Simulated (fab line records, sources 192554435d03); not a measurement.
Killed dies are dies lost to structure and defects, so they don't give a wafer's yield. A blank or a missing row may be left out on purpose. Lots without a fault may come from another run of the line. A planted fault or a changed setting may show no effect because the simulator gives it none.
fab line records | flow n5_finfet
record lots=7 wafers=21
route steps=1938 shown BEOL_M5@1140 BEOL_M6@1224 BEOL_M7@1299 BEOL_M9@1405
start_h: hours from the record's first day to the start of the lot's first wafer shown | wait_h: hours since the lot's step before | " the same as in the row above | L1.1+2: a row that stands for several wafers | - no value, or no start given | * or withheld: withheld | < > ~ a bound
route shown NAME@n: a module of which the file shows steps, and the number in the route of the first | usual: mean/standard deviation of fault-free wafers | same: alike in all rows | chamber/n: place in a boat | sites: the reading at each site | _std_site: their standard deviation | _edge_site: outer sites' mean less inner sites' | radius_mm: how far each site lies from the wafer's centre | mask NAME#n: copy n | behind: the tool/chamber that last shaped the wafer | hold: why the lot was held/for how many hours/how that ended | device: the transistor (n, p or np) that didn't switch | end of line: the same wafers' tests at the end of the route | a step without rows: its recipe alone | killed: dies lost to structure and defects at the first sort, not the wafer's yield | map: a wafer's dies, x killed, . not, _ none there
set.NAME: the setting as run; set.NAME@STEP: as run at that earlier step | model.NAME: the simulator's own value behind a step, which no gauge read
lots whose settings were changed on purpose; a table a step, a row a wafer
## steps
# step N5_BEOL_M5_COAT_66
# recipe resist=SiARC temp_c=220 time_s=60 spin_rpm=1500 resist_thk_nm=12
# columns lot.wafer tool chamber start_h wait_h set.spin_rpm model.SiARC_of_BEOL_M5_COAT_66.thk_nm
L074.1 litho_track-03 0 - - 1500 12
L074.3+5 " 0 " " 1658 11.4
L075.1+3 litho_track-04 0 - - 1584 11.8
L075.6 " 0 " " 1500 12
L076.3+5+6 litho_track-03 0 - - 1500 12
L079.1+5+6 litho_track-03 0 - - 1500 12
L091.1+3 litho_track-03 0 - - 1500 12
L091.5 " 0 " " 1605 11.6
L089.2+4+5 litho_track-04 0 - - 1500 12
L096.2+3 litho_track-04 0 - - 1593 11.6
L096.5 " 0 " " 1500 12
# step N5_BEOL_M5_COAT_74
# recipe resist=underlayer temp_c=205 time_s=60 spin_rpm=1500 resist_thk_nm=5
# step N5_BEOL_M5_COAT_22
# recipe resist=CAR-EUV spin_rpm=1500 resist_thk_nm=30
# step N5_BEOL_M5_DESCUM_33
# recipe chemistry=O2 time_s=7 source_power_w=50 bias_power_w=20 pressure_mtorr=20 rf_frequency_hz=2.712e+07 temp_c=40 resist=CAR-EUV o2_flow_sccm=225
# step N5_BEOL_M5_ETCH_75
# recipe chemistry=N2/H2 target=underlayer target_depth_a=65 mask_material=CAR-EUV time_s=5.2 ion_energy_ev=200 pressure_mtorr=30 source_w=840 bias_w=150 n2_flow_sccm=200 h2_flow_sccm=200 ends=cleared
# step N5_BEOL_M5_ETCH_67
# recipe chemistry=CF4 target=SiARC target_depth_a=156 mask_material=CAR-EUV time_s=26 ion_energy_ev=80 pressure_mtorr=40 source_w=545 bias_w=36 Ar_flow_sccm=100 cf4_flow_sccm=100 ends=cleared
# columns lot.wafer tool chamber start_h wait_h set.spin_rpm@BEOL_M5_COAT_66 model.etch.depth_nm model.CAR-EUV_of_BEOL_M5_COAT_22.thk_nm
L074.1 rie_diel-04 3 169.42 0.0 1500 11.98 11.2
L074.3 " 2 " " 1658 11.43 11.6
L074.5 " 0 " " 1658 11.45 11.6
L075.1 rie_diel-03 3 179.06 0.0 1584 11.72 11.4
L075.3 " 0 " " 1584 11.71 11.4
L075.6 " 0 " " 1500 12.02 11.2
L076.3 rie_diel-03 2 189.42 0.0 1500 12.02 11.4
L076.5 " 3 " " 1500 12.05 11.2
L076.6 " 0 " " 1500 12.07 11.2
L079.1 rie_diel-03 1 207.17 0.0 1500 12.02 11.2
L079.5 " 3 " " 1500 12.03 11.2
L079.6 " 0 " " 1500 11.99 11.2
L091.1+3 rie_diel-04 1,2 276.01 0.0 1500 12.07 11
L091.5 " 0 " " 1605 11.69 11.4
L089.2 rie_diel-06 3 284.59 0.0 1500 11.96 11.2
L089.4 " 2 " " 1500 11.97 11.2
L089.5 " 1 " " 1500 11.99 11.2
L096.2 rie_diel-04 2 314.10 0.0 1593 11.59 11.6
L096.3 " 2 " " 1593 11.62 11.4
L096.5 " 0 " " 1500 11.95 11.2
# step N5_BEOL_M6_EXPOSE_25
# recipe mask_id=V5 na=0.33 source_shape=annular sigma_inner=0.4 sigma_outer=0.8 polarization=unpolarized target_cd_nm=40 dose_mj=45
# columns lot.wafer tool chamber start_h wait_h mask set.dose_mj
L074.1+5 euv_scanner-01 0 181.80 - V5#0 42.13
L074.3 " 0 " " V5#0 45
L075.1+6 euv_scanner-01 0 190.70 - V5#0 45
L075.3 " 0 " " V5#0 46.35
L076.3+5 euv_scanner-01 0 199.42 - V5#0 43.75
L076.6 " 0 " " V5#0 45
L079.1 euv_scanner-02 0 220.09 - V5#0 45
L079.5+6 " 0 " " V5#0 48.21
L091.1+3 euv_scanner-02 0 288.58 - V5#0 45
L091.5 " 0 " " V5#0 47.84
L089.2+4+5 euv_scanner-01 0 296.56 - V5#0 45
L096.2 euv_scanner-01 0 326.03 - V5#0 45
L096.3+5 " 0 " " V5#0 42.11
# step N5_BEOL_M6_PEB_26
# recipe peb_temp_c=100 peb_time_s=60 resist=CAR-EUV
# step N5_BEOL_M6_DEVELOP_27
# recipe develop_time_s=30 developer=TMAH resist=CAR-EUV rinse_liquid=surfactant_rinse dry=air_spin dev_temp_c=23
# step N5_BEOL_M6_CD_MEAS_28
# recipe target_cd_nm=40 landing_energy_ev=500 detector=se_inlens
# usual cd_nm=40.04/0.22
# columns lot.wafer tool chamber start_h wait_h set.dose_mj@BEOL_M6_EXPOSE_25 cd_nm
L074.1 cd_sem-03 0 181.93 - 42.13 38.61
L074.3 " 0 " " 45 40.46
L074.5 " 0 " " 42.13 38.55
L075.1 cd_sem-01 0 190.83 - 45 39.95
L075.3 " 0 " " 46.35 40.66
L075.6 " 0 " " 45 40.03
L076.3 cd_sem-01 0 199.54 - 43.75 39.41
L076.5 " 0 " " 43.75 39.36
L076.6 " 0 " " 45 40.13
L079.1 cd_sem-03 0 220.22 - 45 40.07
L079.5 " 0 " " 48.21 41.71
L079.6 " 0 " " 48.21 41.60
L091.1 cd_sem-01 0 288.71 - 45 40.19
L091.3 " 0 " " 45 40.06
L091.5 " 0 " " 47.84 41.38
L089.2 cd_sem-03 0 296.69 - 45 40.04
L089.4 " 0 " " 45 40.19
L089.5 " 0 " " 45 40.42
L096.2 cd_sem-02 0 326.16 - 45 40.06
L096.3 " 0 " " 42.11 38.65
L096.5 " 0 " " 42.11 38.35
# step N5_BEOL_M6_DESCUM_33
# recipe chemistry=O2 time_s=7 source_power_w=50 bias_power_w=20 pressure_mtorr=20 rf_frequency_hz=2.712e+07 temp_c=40 resist=CAR-EUV o2_flow_sccm=225
# columns lot.wafer tool chamber start_h wait_h set.dose_mj@BEOL_M6_EXPOSE_25 model.BEOL_M6.cd_nm
L074.1+5 rie_diel-05 3,2 182.06 0.0 42.13 38.6
L074.3 " 1 " " 45 40.2
L075.1+6 rie_diel-02 3,0 190.97 0.0 45 40
L075.3 " 1 " " 46.35 40.8
L076.3 rie_diel-01 0 199.66 0.0 43.75 39.4
L076.5 " 1 " " 43.75 39.6
L076.6 " 0 " " 45 40
L079.1 rie_diel-05 0 220.49 0.2 45 40
L079.5 " 0 " " 48.21 41.4
L079.6 " 1 " " 48.21 41.6
L091.1+3 rie_diel-05 1,0 288.90 0.1 45 40
L091.5 " 0 " " 47.84 41.4
L089.2 rie_diel-01 1 296.81 0.0 45 40.2
L089.4+5 " 0,2 " " 45 40
L096.2 rie_diel-02 3 326.29 0.0 45 40.2
L096.3 " 0 " " 42.11 38.6
L096.5 " 0 " " 42.11 38.4
# step N5_BEOL_M6_ETCH_72
# recipe chemistry=N2/H2 target=underlayer target_depth_a=65 mask_material=CAR-EUV time_s=5.2 ion_energy_ev=200 pressure_mtorr=30 source_w=840 bias_w=150 n2_flow_sccm=200 h2_flow_sccm=200 ends=cleared
# columns lot.wafer tool chamber start_h wait_h set.dose_mj@BEOL_M6_EXPOSE_25 model.BEOL_M6.cd_nm
L074.1 rie_diel-05 3 182.10 0.0 42.13 38.8
L074.3 " 1 " " 45 40.2
L074.5 " 2 " " 42.13 38.6
L075.1+6 rie_diel-02 3,0 191.00 0.0 45 40
L075.3 " 1 " " 46.35 40.8
L076.3+5 rie_diel-01 0,1 199.69 0.0 43.75 39.4
L076.6 " 0 " " 45 40
L079.1 rie_diel-05 0 220.52 0.0 45 39.8
L079.5 " 0 " " 48.21 41.4
L079.6 " 1 " " 48.21 41.6
L091.1+3 rie_diel-05 1,0 288.93 0.0 45 40
L091.5 " 0 " " 47.84 41.4
L089.2 rie_diel-01 1 296.85 0.0 45 40.2
L089.4+5 " 0,2 " " 45 40
L096.2 rie_diel-02 3 326.32 0.0 45 40.2
L096.3 " 0 " " 42.11 38.6
L096.5 " 0 " " 42.11 38.4
# step N5_BEOL_M6_ETCH_66
# recipe chemistry=N2/H2 target=SOC target_depth_a=800 overetch_a=160 mask_material=SiARC temp_c=40 time_s=120 ion_energy_ev=200 pressure_mtorr=30 source_w=840 bias_w=150 n2_flow_sccm=200 h2_flow_sccm=200
# usual rf_vpp_V=522.3/1.1
# columns lot.wafer tool chamber start_h wait_h set.bias_w rf_vpp_V model.SiARC_of_BEOL_M6_COAT_64.thk_nm
L074.1 rie_diel-05 3 182.14 0.0 166.2 557.2 5.8
L074.3 " 1 " " 150 523.5 6.2
L074.5 " 2 " " 166.2 556.0 5.6
L075.1 rie_diel-02 3 191.05 0.0 150 523.2 6.4
L075.3 " 1 " " 150 524.2 6.4
L075.6 " 0 " " 129.8 474.9 7.4
L076.3 rie_diel-01 0 199.74 0.0 150 522.4 6.4
L076.5 " 1 " " 136.1 490.4 7
L076.6 " 0 " " 150 519.7 6.4
L079.1 rie_diel-05 0 220.57 0.0 124.4 464.6 7.8
L079.5 " 0 " " 150 522.9 6.6
L079.6 " 1 " " 150 524.0 6.2
L091.1 rie_diel-05 1 288.98 0.0 150 523.6 6.2
L091.3 " 0 " " 150 522.9 6.4
L091.5 " 0 " " 150 522.9 6.4
L089.2 rie_diel-01 1 296.89 0.0 150 524.2 6.2
L089.4 " 0 " " 150 521.6 6.4
L089.5 " 2 " " 150 523.1 6.4
L096.2 rie_diel-02 3 326.36 0.0 142.1 506.3 6.8
L096.3 " 0 " " 150 521.6 6.4
L096.5 " 0 " " 150 521.2 6.4
# step N5_BEOL_M6_STRIP_69
# recipe chemistry=N2/H2 temp_c=40 n2_flow_sccm=200 h2_flow_sccm=200 rf_frequency_hz=6e+07
# step N5_BEOL_M6_STRIP_73
# recipe chemistry=N2/H2 temp_c=40 n2_flow_sccm=200 h2_flow_sccm=200 rf_frequency_hz=6e+07
# step N5_BEOL_M6_VIA_ETCH_34
# recipe chemistry=C4F6/O2 target=SiCOH_lowk target_depth_a=1263 mask_material=SOC taper_deg=4 time_s=50.9 ion_energy_ev=250 pressure_mtorr=30 source_w=345 bias_w=185 Ar_flow_sccm=300 C4F6_flow_sccm=10 O2_flow_sccm=10
# columns lot.wafer tool chamber start_h wait_h set.dose_mj@BEOL_M6_EXPOSE_25 model.BEOL_M6.cd_nm
L074.1 rie_diel-05 3 182.24 0.0 42.13 38.2
L074.3 " 1 " " 45 40.2
L074.5 " 2 " " 42.13 38.6
L075.1 rie_diel-02 3 191.15 0.0 45 40
L075.3 " 1 " " 46.35 40.8
L075.6 " 0 " " 45 39.8
L076.3+5 rie_diel-01 0,1 199.84 0.0 43.75 39.4
L076.6 " 0 " " 45 40
L079.1 rie_diel-05 0 220.67 0.0 45 39.8
L079.5 " 0 " " 48.21 41.2
L079.6 " 1 " " 48.21 42
L091.1 rie_diel-05 1 289.08 0.0 45 40
L091.3 " 0 " " 45 39.8
L091.5 " 0 " " 47.84 41.2
L089.2 rie_diel-01 1 296.99 0.0 45 40.4
L089.4 " 0 " " 45 40
L089.5 " 2 " " 45 39.8
L096.2 rie_diel-02 3 326.47 0.0 45 40.4
L096.3 " 0 " " 42.11 38.8
L096.5 " 0 " " 42.11 38.6
# step N5_BEOL_M6_TRENCH_ETCH_37
# recipe chemistry=C4F6/O2 target_depth_a=944.35 target=SiCOH_lowk time_s=31.5 ion_energy_ev=250 pressure_mtorr=30 source_w=345 bias_w=185 Ar_flow_sccm=300 C4F6_flow_sccm=10 O2_flow_sccm=10
# usual rf_vpp_V=665/4.9
# columns lot.wafer tool chamber start_h wait_h set.source_w rf_vpp_V
L074.1 rie_diel-05 3 - - 326.1 683
L074.3 " 1 " " 326.1 691
L074.5 " 2 " " 345 667
L075.1 rie_diel-02 3 - - 345 664
L075.3 " 1 " " 345 670
L075.6 " 0 " " 345 663
L076.3 rie_diel-01 0 - - 285.9 734
L076.5 " 1 " " 345 667
L076.6 " 0 " " 345 666
L079.1 rie_diel-05 0 - - 345 656
L079.5 " 0 " " 345 655
L079.6 " 1 " " 345 671
L091.1 rie_diel-05 1 - - 345 670
L091.3 " 0 " " 345 657
L091.5 " 0 " " 345 657
L089.2 rie_diel-01 1 - - 345 670
L089.4 " 0 " " 345 666
L089.5 " 2 " " 345 658
L096.2 rie_diel-02 3 - - 371.5 639
L096.3 " 0 " " 371.5 639
L096.5 " 0 " " 345 663
# step N5_BEOL_M7_DESCUM_33
# recipe chemistry=O2 time_s=7 source_power_w=50 bias_power_w=20 pressure_mtorr=20 rf_frequency_hz=2.712e+07 temp_c=40 resist=CAR-EUV o2_flow_sccm=225
# columns lot.wafer tool chamber start_h wait_h set.time_s model.CAR-EUV_of_BEOL_M7_COAT_22.thk_nm
L074.1 rie_diel-06 1 189.48 0.1 7.854 25.6
L074.3+5 " 2,3 " " 7 26
L075.1 rie_diel-03 0 199.55 0.0 7 26.2
L075.3+6 " 3 " " 5.497 26.8
L076.3+5 rie_diel-06 2,0 210.33 0.1 7.959 25.6
L076.6 " 1 " " 7 26
L079.1+5+6 rie_diel-04 2,0,3 232.83 0.0 7 26
L091.1+3+5 rie_diel-03 1,3,2 296.64 0.0 7 26
L089.2+4+5 rie_diel-06 3,0,3 306.05 0.0 7 26.2
L096.2+5 rie_diel-04 3,0 335.53 0.0 7 25.8
L096.3 " 2 " " 7 26
# step N5_BEOL_M7_ETCH_72
# recipe chemistry=N2/H2 target=underlayer target_depth_a=65 mask_material=CAR-EUV time_s=5.2 ion_energy_ev=200 pressure_mtorr=30 source_w=840 bias_w=150 n2_flow_sccm=200 h2_flow_sccm=200 ends=cleared
# columns lot.wafer tool chamber start_h wait_h set.time_s@BEOL_M7_DESCUM_33 model.CAR-EUV_of_BEOL_M7_COAT_22.thk_nm
L074.1 rie_diel-06 1 189.51 0.0 7.854 20
L074.3 " 2 " " 7 20.4
L074.5 " 3 " " 7 20.2
L075.1 rie_diel-03 0 199.59 0.0 7 20.4
L075.3+6 " 3 " " 5.497 21.2
L076.3+5 rie_diel-06 2,0 210.36 0.0 7.959 19.8
L076.6 " 1 " " 7 20.4
L079.1+5+6 rie_diel-04 2,0,3 232.86 0.0 7 20.2
L091.1 rie_diel-03 1 296.67 0.0 7 20.2
L091.3+5 " 3,2 " " 7 20.4
L089.2+4+5 rie_diel-06 3,0,3 306.09 0.0 7 20.4
L096.2+3 rie_diel-04 3,2 335.56 0.0 7 20.2
L096.5 " 0 " " 7 20
# step N5_BEOL_M7_ETCH_65
# recipe chemistry=CF4 target=SiARC target_depth_a=156 mask_material=CAR-EUV time_s=26 ion_energy_ev=80 pressure_mtorr=40 source_w=545 bias_w=36 Ar_flow_sccm=100 cf4_flow_sccm=100 ends=cleared
# columns lot.wafer tool chamber start_h wait_h set.time_s@BEOL_M7_DESCUM_33 model.CAR-EUV_of_BEOL_M7_COAT_22.thk_nm
L074.1 rie_diel-06 1 189.53 0.0 7.854 10.8
L074.3 " 2 " " 7 11.2
L074.5 " 3 " " 7 11
L075.1 rie_diel-03 0 199.60 0.0 7 11.2
L075.3+6 " 3 " " 5.497 11.8
L076.3+5 rie_diel-06 2,0 210.38 0.0 7.959 10.6
L076.6 " 1 " " 7 11.2
L079.1+5+6 rie_diel-04 2,0,3 232.88 0.0 7 11
L091.1 rie_diel-03 1 296.69 0.0 7 11
L091.3+5 " 3,2 " " 7 11.2
L089.2+4+5 rie_diel-06 3,0,3 306.10 0.0 7 11.2
L096.2+3+5 rie_diel-04 3,2,0 335.58 0.0 7 11
# step N5_BEOL_M7_VIA_ETCH_34
# recipe chemistry=C4F6/O2 target=SiCOH_lowk target_depth_a=1255 mask_material=SOC taper_deg=4 time_s=50.5 ion_energy_ev=250 pressure_mtorr=30 source_w=345 bias_w=185 Ar_flow_sccm=300 C4F6_flow_sccm=10 O2_flow_sccm=10
# usual rf_vpp_V=665/8.3
# columns lot.wafer tool chamber start_h wait_h set.source_w rf_vpp_V model.etch.depth_nm
L074.1 rie_diel-06 1 189.66 0.0 345 678 123.1
L074.3 " 2 " " 345 675 125.9
L074.5 " 3 " " 345 656 126.8
L075.1 rie_diel-03 0 199.73 0.0 288.5 722 118.1
L075.3 " 3 " " 288.5 724 116.1
L075.6 " 3 " " 345 660 123.6
L076.3 rie_diel-06 2 210.51 0.0 345 675 126.4
L076.5 " 0 " " 345 674 124.6
L076.6 " 1 " " 345 679 122.1
L079.1 rie_diel-04 2 233.01 0.0 345 655 125.4
L079.5 " 0 " " 345 663 126.2
L079.6 " 3 " " 345 669 125.8
L091.1 rie_diel-03 1 296.82 0.0 345 674 124
L091.3 " 3 " " 399.3 612 132.3
L091.5 " 2 " " 399.3 607 134.2
L089.2 rie_diel-06 3 306.23 0.0 345 654 126.1
L089.4 " 0 " " 345 673 127.6
L089.5 " 3 " " 345 656 126.3
L096.2 rie_diel-04 3 335.71 0.0 345 670 125.5
L096.3 " 2 " " 345 655 124.8
L096.5 " 0 " " 345 664 126.8
# step N5_BEOL_M9_HM_DEP_02
# recipe material=TiN target_thk_a=200 temp_c=25 chamber_pressure_pa=0.49996
# columns lot.wafer tool chamber start_h wait_h set.target_thk_a model.TiN_of_BEOL_M9_HM_DEP_02.thk_nm
L074.1 pvd_sputter-03 - 204.19 1.8 200 19.8
L074.3+5 " - " " 200 19.6
L075.1 pvd_sputter-03 - 211.19 0.4 200 19.8
L075.3 " - " " 200 19.6
L075.6 " - " " 215.1 21.4
L076.3+6 pvd_sputter-02 - 224.23 0.1 209.6 21
L076.5 " - " " 200 20
L079.1+6 pvd_sputter-01 - 244.07 1.1 200 20.4
L079.5 " - " " 200 20.6
L091.1 pvd_sputter-03 - 310.63 1.9 200 20
L091.3+5 " - " " 200 19.8
L089.2+4 pvd_sputter-01 - 321.00 0.5 200 20.6
L089.5 " - " " 200 20.4
L096.2 pvd_sputter-01 - 348.09 1.3 200 20.2
L096.3 " - " " 200 20
L096.5 " - " " 175.2 17.6
# step N5_BEOL_M9_EXPOSE_08
# recipe mask_id=M9 na=1.35 source_shape=dipole sigma_inner=0.411 sigma_outer=0.611 polarization=te dose_mj=53.75
# columns lot.wafer tool chamber start_h wait_h mask set.dose_mj
L074.1+5 arfi_scanner-01 0 204.56 - M9#0 53.75
L074.3 " 0 " " M9#0 50.14
L075.1+6 arfi_scanner-03 0 211.43 - M9#0 50.86
L075.3 " 0 " " M9#0 53.75
L076.3+5+6 arfi_scanner-03 0 224.49 - M9#0 53.75
L079.1+5+6 arfi_scanner-01 0 244.44 - M9#0 53.75
L091.1+5 arfi_scanner-02 0 310.87 - M9#0 57.07
L091.3 " 0 " " M9#0 53.75
L089.2+4+5 arfi_scanner-01 0 321.37 - M9#0 53.75
L096.2+3+5 arfi_scanner-02 0 348.46 - M9#0 53.75
# step N5_BEOL_M9_PEB_09
# recipe peb_temp_c=withheld peb_time_s=60 resist=CAR-ArF
# step N5_BEOL_M9_DEVELOP_10
# recipe develop_time_s=30 developer=TMAH resist=CAR-ArF rinse_liquid=diw dry=air_spin dev_temp_c=23
# step N5_BEOL_M9_CD_MEAS_11
# recipe target_cd_nm=64.1 landing_energy_ev=500 detector=se_inlens polarity=opening
# usual cd_nm=63.9/0.38
# columns lot.wafer tool chamber start_h wait_h set.dose_mj@BEOL_M9_EXPOSE_08 cd_nm
L074.1 cd_sem-01 0 204.69 - 53.75 63.9
L074.3 " 0 " " 50.14 60.1
L074.5 " 0 " " 53.75 63.8
L075.1 cd_sem-02 0 211.56 - 50.86 61.2
L075.3 " 0 " " 53.75 63.7
L075.6 " 0 " " 50.86 61.5
L076.3 cd_sem-01 0 224.61 - 53.75 63.8
L076.5 " 0 " " 53.75 62.8
L076.6 " 0 " " 53.75 63.7
L079.1 cd_sem-03 0 244.57 - 53.75 63.4
L079.5 " 0 " " 53.75 63.8
L079.6 " 0 " " 53.75 63.5
L091.1 cd_sem-02 0 311.00 - 57.07 67.7
L091.3 " 0 " " 53.75 63.4
L091.5 " 0 " " 57.07 67.4
L089.2 cd_sem-01 0 321.50 - 53.75 64.1
L089.4 " 0 " " 53.75 63.7
L089.5 " 0 " " 53.75 64.5
L096.2 cd_sem-01 0 348.59 - 53.75 64.0
L096.3 " 0 " " 53.75 63.7
L096.5 " 0 " " 53.75 64.3
# step N5_BEOL_M9_DESCUM_16
# recipe chemistry=O2 time_s=7.9 source_power_w=50 bias_power_w=20 pressure_mtorr=20 rf_frequency_hz=2.712e+07 temp_c=40 resist=CAR-ArF o2_flow_sccm=225
# step N5_BEOL_M9_ETCH_61
# recipe chemistry=CF4 target=SiARC target_depth_a=390 mask_material=CAR-ArF time_s=65 ion_energy_ev=80 pressure_mtorr=40 source_w=545 bias_w=36 Ar_flow_sccm=100 cf4_flow_sccm=100 ends=cleared
# columns lot.wafer tool chamber start_h wait_h set.dose_mj@BEOL_M9_EXPOSE_08 model.BEOL_M9.cd_offset_nm
L074.1+5 rie_diel-03 3,2 205.92 0.0 53.75 0
L074.3 " 2 " " 50.14 -3.6
L075.1 rie_diel-04 0 211.68 0.0 50.86 -3
L075.3 " 1 " " 53.75 -0.2
L075.6 " 0 " " 50.86 -2.6
L076.3 rie_diel-03 1 224.73 0.0 53.75 -0.4
L076.5 " 3 " " 53.75 -0.8
L076.6 " 2 " " 53.75 -0.2
L079.1+5 rie_diel-03 0,1 244.75 0.0 53.75 -0.4
L079.6 " 2 " " 53.75 -0.6
L091.1 rie_diel-06 0 311.12 0.0 57.07 3.2
L091.3 " 3 " " 53.75 -0.4
L091.5 " 2 " " 57.07 3.4
L089.2+4 rie_diel-06 2,0 321.62 0.0 53.75 -0.4
L089.5 " 0 " " 53.75 0
L096.2+3+5 rie_diel-06 2,1,2 348.71 0.0 53.75 -0.4
## key
split step=N5_BEOL_M5_COAT_66 setting=spin_rpm stated=1500 by=wafer
response step=N5_BEOL_M5_COAT_66 reading=model.SiARC_of_BEOL_M5_COAT_66.thk_nm change=-0.0554 per=1% r=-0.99
response step=N5_BEOL_M5_ETCH_67 reading=model.etch.depth_nm change=-0.0533 per=1% r=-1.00
response step=N5_BEOL_M5_ETCH_67 reading=model.CAR-EUV_of_BEOL_M5_COAT_22.thk_nm change=+0.0435 per=1% r=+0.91
split step=N5_BEOL_M6_EXPOSE_25 setting=dose_mj stated=45 by=wafer
response step=N5_BEOL_M6_CD_MEAS_28 reading=cd_nm change=+0.239 per=1% r=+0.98
response step=N5_BEOL_M6_DESCUM_33 reading=model.BEOL_M6.cd_nm change=+0.235 per=1% r=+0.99
response step=N5_BEOL_M6_ETCH_72 reading=model.BEOL_M6.cd_nm change=+0.24 per=1% r=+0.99
response step=N5_BEOL_M6_VIA_ETCH_34 reading=model.BEOL_M6.cd_nm change=+0.252 per=1% r=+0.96
split step=N5_BEOL_M6_ETCH_66 setting=bias_w stated=150 by=wafer
response step=N5_BEOL_M6_ETCH_66 reading=rf_vpp_V change=+3.39 per=1% r=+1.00
response step=N5_BEOL_M6_ETCH_66 reading=model.SiARC_of_BEOL_M6_COAT_64.thk_nm change=-0.0717 per=1% r=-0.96
split step=N5_BEOL_M6_TRENCH_ETCH_37 setting=source_w stated=345 by=wafer
response step=N5_BEOL_M6_TRENCH_ETCH_37 reading=rf_vpp_V change=-3.75 per=1% r=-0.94
split step=N5_BEOL_M7_DESCUM_33 setting=time_s stated=7 by=wafer
response step=N5_BEOL_M7_DESCUM_33 reading=model.CAR-EUV_of_BEOL_M7_COAT_22.thk_nm change=-0.0291 per=1% r=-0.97
response step=N5_BEOL_M7_ETCH_72 reading=model.CAR-EUV_of_BEOL_M7_COAT_22.thk_nm change=-0.0364 per=1% r=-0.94
response step=N5_BEOL_M7_ETCH_65 reading=model.CAR-EUV_of_BEOL_M7_COAT_22.thk_nm change=-0.031 per=1% r=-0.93
split step=N5_BEOL_M7_VIA_ETCH_34 setting=source_w stated=345 by=wafer
response step=N5_BEOL_M7_VIA_ETCH_34 reading=rf_vpp_V change=-3.97 per=1% r=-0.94
response step=N5_BEOL_M7_VIA_ETCH_34 reading=model.etch.depth_nm change=+0.488 per=1% r=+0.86
split step=N5_BEOL_M9_HM_DEP_02 setting=target_thk_a stated=200 by=wafer
response step=N5_BEOL_M9_HM_DEP_02 reading=model.TiN_of_BEOL_M9_HM_DEP_02.thk_nm change=+0.208 per=1% r=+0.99
split step=N5_BEOL_M9_EXPOSE_08 setting=dose_mj stated=53.75 by=wafer
response step=N5_BEOL_M9_CD_MEAS_11 reading=cd_nm change=+0.566 per=1% r=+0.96
response step=N5_BEOL_M9_ETCH_61 reading=model.BEOL_M9.cd_offset_nm change=+0.544 per=1% r=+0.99
